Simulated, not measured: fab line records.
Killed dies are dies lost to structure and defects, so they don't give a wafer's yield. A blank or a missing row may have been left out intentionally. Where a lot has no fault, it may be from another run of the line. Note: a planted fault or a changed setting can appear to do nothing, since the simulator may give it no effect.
Struck lot and sound lot, side by side / flow nand-harc / 14 steps out of a route of 1159
Sound: wafers L884.1, L884.5, L884.6. Struck: wafers L900.2, L900.4. The cause is given at the end.
Per side, at each step with rows, come the tool, then ch with its chambers, and then its first start. Under that, the readings that differ: sound wafers / struck wafers / difference of the means / sigmas: that difference in standard deviations of wafers without a fault.
alike: same words and numbers on both sides, and readings whose means sit less than 2 such deviations apart. not compared: any withheld reading, any reading some wafer has no value for, any bound like >300 that may hide the same value, and any number with overlapping values for which the record gives no deviation.
A row with sigmas, a row that says differs or no value, or rows on one side alone: a step with any of these is where the two part. Non-overlapping numbers with no deviation appear without sigmas and do not part them. A reading that every wafer of one side lacks parts them only if that side has two wafers or more.

NHARC_A_BONDPAD_THK_MEAS_20: measures by xrf.
  struck on film-metro-01, day 22 18:50; sound on film-metro-01, day 17 23:07
  alike: thk-nm
then, 1 step without rows for these wafers: NHARC_A_BONDPAD_SRD_21 (time 30 s, dry time 20 s).
NHARC_A_BONDPAD_INSPECT_23:
  struck on defect-inspect-02, day 22 19:02; sound on defect-inspect-02, day 17 23:19
  alike: raw-defect-count
NHARC_HYBRID_BOND_ACTIVATE_00: chemistry N2, time 60 s.
  sound on rie-diel-05 ch 0,1,2, day 17 23:25; struck on rie-diel-03 ch 2,3, day 22 19:07
  alike: drypump-motor-current-A, oes-product-au, rf-vpp-V, showerhead-plenum-p-Torr
  not compared: rf-hours-counter-h
then, 4 steps without rows for these wafers: NHARC_HYBRID_BOND_PRECLEAN_01 (cleans in DIW, time 300 s); NHARC_HYBRID_BOND_SRD_02 (time 30 s, dry time 20 s); NHARC_HYBRID_BOND_BOND_03; NHARC_HYBRID_BOND_ANNEAL_04 (time 7200 s).
NHARC_HYBRID_BOND_OVL_MEAS_05:
  struck on overlay-02, day 23 04:07; sound on overlay-02, day 18 15:41
  alike: overlay-x-nm, overlay-y-nm
NHARC_HYBRID_BOND_INSPECT_06: inspects for defects (ir void).
  struck on defect-inspect-02, day 23 04:10; sound on defect-inspect-02, day 18 15:44
  alike: raw-defect-count
NHARC_THIN_TSV_GRIND_00:
  sound on grinder-01 ch 0, day 18 15:53; struck on grinder-01 ch 0, day 23 04:31
  alike: motor-current-A
NHARC_THIN_TSV_CMP_01: polishes.
  sound on cmp-03 ch 0,1, day 18 17:06; struck on cmp-04 ch 1,3, day 23 05:32
  alike: motor-current-A
NHARC_THIN_TSV_THK_MEAS_02: measures by ir.
  struck on film-metro-01, day 23 05:48; sound on film-metro-02, day 18 17:22
reading=thk-nm (nm); sound=3195 2731 3037; struck=1 1; difference=-2987; sigmas=-14
next, for these wafers, 1 step has no rows: NHARC_THIN_TSV_SRD_03.

## WHERE THEY PART
Only at NHARC_THIN_TSV_THK_MEAS_02, within this record.

WHY: what had been put in by the simulator
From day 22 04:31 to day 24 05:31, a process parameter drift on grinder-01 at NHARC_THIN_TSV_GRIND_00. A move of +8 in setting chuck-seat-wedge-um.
